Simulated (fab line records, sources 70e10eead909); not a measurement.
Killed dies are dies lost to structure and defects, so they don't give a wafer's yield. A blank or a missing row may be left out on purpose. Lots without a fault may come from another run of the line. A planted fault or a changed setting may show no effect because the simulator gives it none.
fab line records | flow nand_harc
record lots=12 wafers=36 last_day=33
route steps=1302 shown P_GATE@175 P_CONTACT@233 END@1302
lots that met no fault: from a run of the same line without faults
start_h: hours from the record's first day to the start of the lot's first wafer shown | wait_h: hours since the lot's step before | " the same as in the row above | L1.1+2: a row that stands for several wafers | - no value, or no start given | * or withheld: withheld | < > ~ a bound
route shown NAME@n: a module of which the file shows steps, and the number in the route of the first | usual: mean/standard deviation of fault-free wafers | same: alike in all rows | chamber/n: place in a boat | sites: the reading at each site | _std_site: their standard deviation | _edge_site: outer sites' mean less inner sites' | radius_mm: how far each site lies from the wafer's centre | mask NAME#n: copy n | behind: the tool/chamber that last shaped the wafer | hold: why the lot was held/for how many hours/how that ended | device: the transistor (n, p or np) that didn't switch | end of line: the same wafers' tests at the end of the route | a step without rows: its recipe alone | killed: dies lost to structure and defects at the first sort, not the wafer's yield | map: a wafer's dies, x killed, . not, _ none there
set.NAME: the setting as run; set.NAME@STEP: as run at that earlier step | model.NAME: the simulator's own value behind a step, which no gauge read
steps of the route over a sample of lots; a table a step, a row a wafer
services: from which hour (start_h, from the record's first day; less than 0 if before it) a tool's chamber was out of use, for how many hours, and why
## steps
# step NHARC_P_GATE_STRIP_75
# recipe power_w=1500 temp_c=250 chemistry=O2
# usual drypump_motor_current_A=5.6/0.67 heater_power_w=337/23 temp_c=249.98/0.17
# columns lot.wafer tool chamber start_h wait_h drypump_motor_current_A heater_power_w rf_hours_counter_h temp_c
L290.4 plasma_asher-01 0 119.91 0.2 5.4 335 - 250.07
L290.3 " 1 " " 6.6 340 - 250.12
L290.5 " 1 " " 6.6 334 - 250.15
L291.3 plasma_asher-02 0 132.83 0.1 5.0 323 - 249.87
L291.6 " 1 " " 5.0 391 - 249.61
L291.5 " 0 " " 5.0 314 - 249.72
L294.3 plasma_asher-01 0 162.30 0.2 5.3 333 - 249.94
L294.4 " 1 " " 6.5 332 - 249.92
L294.5 " 1 " " 6.5 338 - 249.97
L295.1 plasma_asher-02 1 166.96 0.3 5.0 380 17 250.16
L295.6 " 1 " " 5.0 382 - 250.01
L295.5 " 0 " " 4.9 324 - 249.96
L298.1 plasma_asher-01 1 192.40 0.3 6.6 332 2 250.13
L298.4 " 0 " " 5.4 329 - 250.11
L298.5 " 0 " " 5.4 327 - 250.07
L299.2 plasma_asher-02 0 204.85 0.2 5.0 323 25 249.78
L299.3 " 0 " " 5.0 327 - 249.96
L299.5 " 0 " " 5.0 326 - 250.09
L300.1 plasma_asher-01 0 217.33 0.2 5.3 322 6 250.02
L300.4 " 1 " " 6.6 338 - 249.99
L300.3 " 0 " " 5.4 333 - 250.09
L301.1 plasma_asher-01 1 230.68 0.3 6.6 331 10 249.64
L301.4 " 1 " " 6.6 335 - 249.76
L301.3 " 0 " " 5.4 323 - 249.84
L303.2 plasma_asher-01 0 256.63 0.2 5.4 321 16 250.18
L303.3 " 0 " " 5.4 324 - 250.00
L303.6 " 0 " " 5.4 325 - 250.01
L302.2 plasma_asher-01 1 257.47 0.2 6.5 333 17 250.12
L302.1 " 0 " " 5.4 317 17 249.90
L302.4 " 0 " " 5.4 328 - 249.89
L304.2 plasma_asher-01 1 258.26 0.2 6.6 333 17 249.86
L304.3 " 1 " " 6.6 330 - 249.72
L304.6 " 1 " " 6.6 331 - 249.76
L312.1 plasma_asher-02 0 339.82 0.2 5.0 314 15 250.23
L312.4 " 0 " " 5.0 307 - 250.08
L312.5 " 0 " " 5.0 308 - 250.18
# step NHARC_P_GATE_DESCUM_61
# recipe time_s=3 o2_flow_sccm=200 ar_flow_sccm=0 bias_power_w=0 chemistry=O2
# usual drypump_motor_current_A=6.0/0.48 oes_product_au=0.999/0.008 rf_vpp_V=57.9/0.96 showerhead_plenum_p_Torr=1.93/0.073 throttle_valve_pct=11.311/0.0078
# columns lot.wafer tool chamber start_h wait_h drypump_motor_current_A oes_product_au rf_hours_counter_h rf_vpp_V showerhead_plenum_p_Torr throttle_valve_pct
L290.4 rie_diel-12 3 120.98 - 5.9 0.991 2.3 57.7 1.91 11.314
L290.3 " 2 " " 6.5 0.995 2.6 58.8 2.03 11.315
L290.5 " 3 " " 5.9 0.996 - 57.9 1.91 11.312
L291.3 rie_diel-03 0 133.92 - 6.0 1.010 2.2 56.9 1.90 11.301
L291.6 " 1 " " 6.8 1.004 - 57.0 1.92 11.310
L291.5 " 2 " " 5.6 1.002 - 57.2 1.81 11.299
L294.3 rie_diel-03 0 163.39 - 6.0 1.002 4.9 58.0 1.90 11.315
L294.4 " 2 " " 5.6 1.007 - 57.3 1.81 11.316
L294.5 " 3 " " 6.0 0.998 - 57.1 1.80 11.295
L295.1 rie_diel-12 2 168.08 - 6.5 0.987 4.9 57.7 2.03 11.312
L295.6 " 3 " " 5.9 0.985 - 57.3 1.91 11.319
L295.5 " 2 " " 6.5 0.976 - 58.9 2.03 11.305
L298.1 rie_diel-12 0 193.48 - 4.7 0.999 5.8 57.4 1.90 11.299
L298.5 " 2 " " 6.5 0.987 - 59.4 2.03 11.306
L298.4 " 3 " " 5.9 0.989 - 57.2 1.91 11.299
L299.3 rie_diel-03 2 205.95 - 5.7 0.995 7.2 56.4 1.81 11.307
L299.2 " 3 " " 6.0 1.001 5.0 55.6 1.80 11.328
L299.5 " 0 " " 6.0 1.003 - 58.8 1.90 11.300
L300.1 rie_diel-07 2 218.28 - 5.7 1.000 4.4 57.8 1.96 11.303
L300.4 " 3 " " 5.9 1.012 3.7 57.3 1.95 11.303
L300.3 " 0 " " 6.4 0.994 5.1 56.9 2.01 11.318
L301.1 rie_diel-07 1 231.76 - 6.5 0.980 5.9 58.5 2.03 11.306
L301.3 " 2 " " 5.7 1.013 4.5 59.0 1.96 11.314
L301.4 " 3 " " 5.9 1.000 3.9 58.3 1.95 11.301
L303.2 rie_diel-03 0 257.71 - 6.0 1.003 10.3 56.9 1.90 11.313
L303.3 " 3 " " 6.0 0.997 7.8 57.0 1.80 11.322
L303.6 " 1 " " 6.7 0.989 - 57.4 1.91 11.313
L302.1 rie_diel-07 0 258.56 - 6.4 1.000 7.0 57.1 2.01 11.310
L302.2 " 2 " " 5.7 0.993 5.9 57.5 1.96 11.307
L302.4 " 3 " " 5.9 1.002 5.1 58.9 1.95 11.321
L304.3 rie_diel-07 0 259.22 - 6.4 1.004 7.0 57.8 2.01 11.307
L304.2 " 1 " " 6.5 1.004 7.8 59.8 2.03 11.308
L304.6 " 0 " " 6.4 1.004 - 58.4 2.01 11.328
L312.4 rie_diel-12 0 340.91 - 4.8 1.001 5.3 58.4 1.89 11.317
L312.1 " 2 " " 6.5 1.008 5.6 56.8 2.03 11.317
L312.5 " 3 " " 5.9 1.010 - 59.8 1.91 11.309
# step NHARC_P_GATE_ETCH_77
# recipe target_depth_a=60 chemistry=dHF material=SiO2
# columns lot.wafer tool chamber start_h wait_h
L290.3+4+5 wet_bench-04 0,1,2 124.55 0.1
L291.3+6+5 wet_bench-01 2,3,4 137.45 0.1
L294.5+4+3 wet_bench-02 5,7,2 166.81 0.1
L295.6+5+1 wet_bench-04 4,5,7 171.64 0.0
L298.4+1+5 wet_bench-02 5,0,1 197.08 0.1
L299.3+2+5 wet_bench-02 4,5,0 209.38 0.1
L300.4+1+3 wet_bench-02 0,2,3 221.83 0.1
L301.1+3+4 wet_bench-02 0,2,3 235.39 0.2
L303.2+6+3 wet_bench-02 0,2,4 261.42 0.1
L302.2+1+4 wet_bench-04 7,0,2 262.12 0.2
L304.2+6+3 wet_bench-02 5,7,2 262.88 0.1
L312.5+4+1 wet_bench-01 5,0,1 344.47 0.1
# step NHARC_P_GATE_INSPECT_68
# usual raw_defect_count=199/72
# columns lot.wafer tool chamber start_h wait_h raw_defect_count
L290.3 defect_inspect-02 - 125.60 0.1 199
L290.4 " - " " 148
L290.5 " - " " 137
L291.3 defect_inspect-02 - 138.62 0.1 265
L291.5 " - " " 200
L291.6 " - " " 193
L294.3 defect_inspect-01 - 167.87 0.1 104
L294.4 " - " " 139
L294.5 " - " " 246
L295.1 defect_inspect-01 - 172.68 0.2 95
L295.5 " - " " 108
L295.6 " - " " 132
L298.1 defect_inspect-01 - 198.19 0.2 204
L298.4 " - " " 194
L298.5 " - " " 237
L299.2 defect_inspect-02 - 210.45 0.1 210
L299.3 " - " " 177
L299.5 " - " " 200
L300.1 defect_inspect-02 - 222.91 0.2 157
L300.3 " - " " 215
L300.4 " - " " 216
L301.1 defect_inspect-01 - 236.46 0.2 302
L301.3 " - " " 428
L301.4 " - " " 293
L303.2 defect_inspect-01 - 262.47 0.1 586
L303.3 " - " " 549
L303.6 " - " " 566
L302.1 defect_inspect-01 - 263.16 0.2 216
L302.2 " - " " 129
L302.4 " - " " 177
L304.2 defect_inspect-02 - 263.94 0.1 800
L304.3 " - " " 538
L304.6 " - " " 744
L312.1 defect_inspect-02 - 345.53 0.2 134
L312.4 " - " " 147
L312.5 " - " " 122
# step NHARC_P_CONTACT_OVL_MEAS_13
# usual overlay_x_nm=-0.1/0.89 overlay_y_nm=0.1/0.61
# columns lot.wafer tool chamber start_h wait_h overlay_x_nm overlay_y_nm
L290.3 overlay-01 - 127.30 - -0.5 0.6
L290.4 " - " " -0.4 0.3
L290.5 " - " " -0.2 1.0
L291.3 overlay-01 - 140.31 - -0.4 -1.2
L291.5 " - " " -0.8 -0.4
L291.6 " - " " -1.2 -0.7
L294.3 overlay-01 - 169.57 - 0.2 -0.8
L294.4 " - " " 0.4 -0.7
L294.5 " - " " 0.1 -0.9
L295.1 overlay-02 - 174.38 - -0.6 0.6
L295.5 " - " " -0.6 0.2
L295.6 " - " " -0.5 1.0
L298.1 overlay-01 - 199.77 - 2.1 -0.2
L298.4 " - " " 1.0 -0.9
L298.5 " - " " 1.3 -0.8
L299.2 overlay-02 - 212.03 - -0.2 0.9
L299.3 " - " " 0.6 0.6
L299.5 " - " " 0.8 0.7
L300.1 overlay-01 - 224.48 - 0.7 0.5
L300.3 " - " " 0.0 -0.2
L300.4 " - " " 0.8 0.0
L301.1 overlay-01 - 238.16 - -1.4 -0.2
L301.3 " - " " -0.6 -0.4
L301.4 " - " " -0.8 0.2
L303.2 overlay-01 - 264.04 - 1.2 0.8
L303.3 " - " " 1.1 1.1
L303.6 " - " " 0.7 1.1
L302.1 overlay-01 - 264.76 - -1.1 -0.6
L302.2 " - " " -0.6 -0.4
L302.4 " - " " -0.7 -0.4
L304.2 overlay-01 - 265.63 - 0.0 -0.1
L304.3 " - " " 0.1 -0.1
L304.6 " - " " -0.2 -0.2
L312.1 overlay-01 - 347.10 - -0.9 -0.1
L312.4 " - " " -0.5 -0.2
L312.5 " - " " -0.7 -0.7
# step NHARC_END_SORT_01
# recipe temp_c=25
# usual killed_at_array=54/20 killed_at_other=0.9/1.1 killed_at_periphery=3.8/2.4 killed_dies=58/20 killed_open=3.5/1.9 killed_short=2.5/1.6
# same gross_dies=677
# columns lot.wafer tool chamber start_h wait_h killed_at_array killed_at_other killed_at_periphery killed_dies killed_open killed_short
L303.2 prober-01 0 698.75 2.8 59 0 87 146 3 1
L303.3 prober-01 0 699.54 3.1 69 2 86 157 2 2
L303.6 prober-01 0 701.92 4.0 91 3 52 146 4 2
L304.2 prober-01 0 706.53 2.8 17 3 68 88 6 2
L304.3 prober-01 0 707.35 3.1 21 0 48 69 3 0
L304.6 prober-01 0 709.79 4.1 31 2 40 73 4 3
# killed by level:class
L303.2 P_GATE:unspecified=83 A_CHANNEL_HOLE_D1:chamber_film_flake=27 A_CONTACT:chamber_film_flake=8 A_SLIT:chamber_film_flake=7 A_STAIRCASE:chamber_film_flake=6 A_CHANNEL_HOLE_D2:chamber_film_flake=5 P_GATE:chamber_film_flake=2 A_M0:chamber_film_flake=2
L303.3 P_GATE:unspecified=84 A_CHANNEL_HOLE_D1:chamber_film_flake=41 A_SLIT:chamber_film_flake=12 A_STAIRCASE:chamber_film_flake=7 A_CHANNEL_HOLE_D2:chamber_film_flake=3 THIN_TSV:chamber_film_flake=2 P_STI:geometric_particle:short=1 A_CHANNEL_FILL_D1:geometric_particle:open=1
L303.6 P_GATE:unspecified=48 A_CHANNEL_HOLE_D1:chamber_film_flake=37 A_SLIT:chamber_film_flake=33 A_CHANNEL_HOLE_D2:chamber_film_flake=6 A_CONTACT:chamber_film_flake=4 A_M0:chamber_film_flake=3 THIN_TSV:chamber_film_flake=3 A_STAIRCASE:chamber_film_flake=2
L304.2 P_GATE:unspecified=64 A_CHANNEL_HOLE_D1:chamber_film_flake=4 A_CONTACT:chamber_film_flake=3 A_CHANNEL_FILL_D2:geometric_particle:open=2 P_BONDPAD:chamber_film_flake=2 A_STAIRCASE:chamber_film_flake=2 A_SLIT:chamber_film_flake=2 THIN_TSV:chamber_film_flake=2
L304.3 P_GATE:unspecified=45 A_CHANNEL_HOLE_D1:chamber_film_flake=10 A_STAIRCASE:chamber_film_flake=3 A_CONTACT:chamber_film_flake=3 A_ONON_D1:geometric_particle:open=2 A_WL_FILL:chamber_film_flake=2 A_BLC:geometric_particle:open=1 P_ZERO_WELL:chamber_film_flake=1
L304.6 P_GATE:unspecified=37 A_CHANNEL_HOLE_D1:chamber_film_flake=12 A_CONTACT:chamber_film_flake=6 A_SLIT:chamber_film_flake=5 THIN_TSV:chamber_film_flake=2 P_STI:geometric_particle:open=1 P_M0:geometric_particle:open=1 A_CHANNEL_HOLE_D1:geometric_particle:short=1
## services
# columns tool chamber start_h hours kind
rie_diel-07 0 101.16 8.5 repair
rie_diel-03 - 104.30 9.0 pm
rie_diel-12 1 106.97 8.4 repair
rie_diel-07 3 110.31 12.4 repair
rie_diel-07 - 117.20 9.0 pm
rie_diel-03 3 130.39 3.5 repair
rie_diel-07 3 143.69 3.9 repair
rie_diel-03 1 149.36 15.5 repair
rie_diel-12 0 154.96 13.8 repair
plasma_asher-01 - 166.11 9.0 pm
rie_diel-12 1 190.87 25.7 repair
wet_bench-02 - 244.00 8.0 pm
plasma_asher-02 - 249.07 9.0 pm
wet_bench-02 - 257.79 0.5 repair
rie_diel-12 - 268.40 9.0 pm
plasma_asher-02 - 271.47 13.1 repair
rie_diel-03 - 281.30 9.0 pm
rie_diel-07 - 294.20 9.0 pm
rie_diel-12 - 303.82 0.9 repair
rie_diel-07 2 306.39 11.2 repair
rie_diel-03 1 321.44 3.8 repair
rie_diel-07 2 323.13 7.8 repair
rie_diel-07 - 330.06 0.1 repair
plasma_asher-01 - 343.11 9.0 pm
## key
first_sign step=NHARC_P_GATE_INSPECT_68 reading=raw_defect_count direction=up sigmas=6 usual=199 struck=630
effect step=NHARC_END_SORT_01 reading=killed_at_periphery direction=up sigmas=25 usual=3.8 struck=63.5
more_kills_born_at NHARC_P_GATE_ETCH_77@wet_bench-02=361
met_at NHARC_P_GATE_ETCH_77
struck_lots L303,L304
tester_left_out L303,L304
not_acting_at NHARC_P_GATE_STRIP_75,NHARC_P_GATE_DESCUM_61,NHARC_P_CONTACT_OVL_MEAS_13
onset_between 235.39 261.42
fault kind=chamber_particle_source tool=wet_bench-02 chamber=- onset_h=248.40 steps=NHARC_P_GATE_ETCH_77 rate_per_visit_cm2=0.70474 end_h=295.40
# tester_left_out: of these lots the tester's yield and bins aren't shown, on N5 and GAA mostly nor the transistor test; their killed dies are dies lost to structure and defects alone, not to doping, threshold or leakage, so they don't give the yield
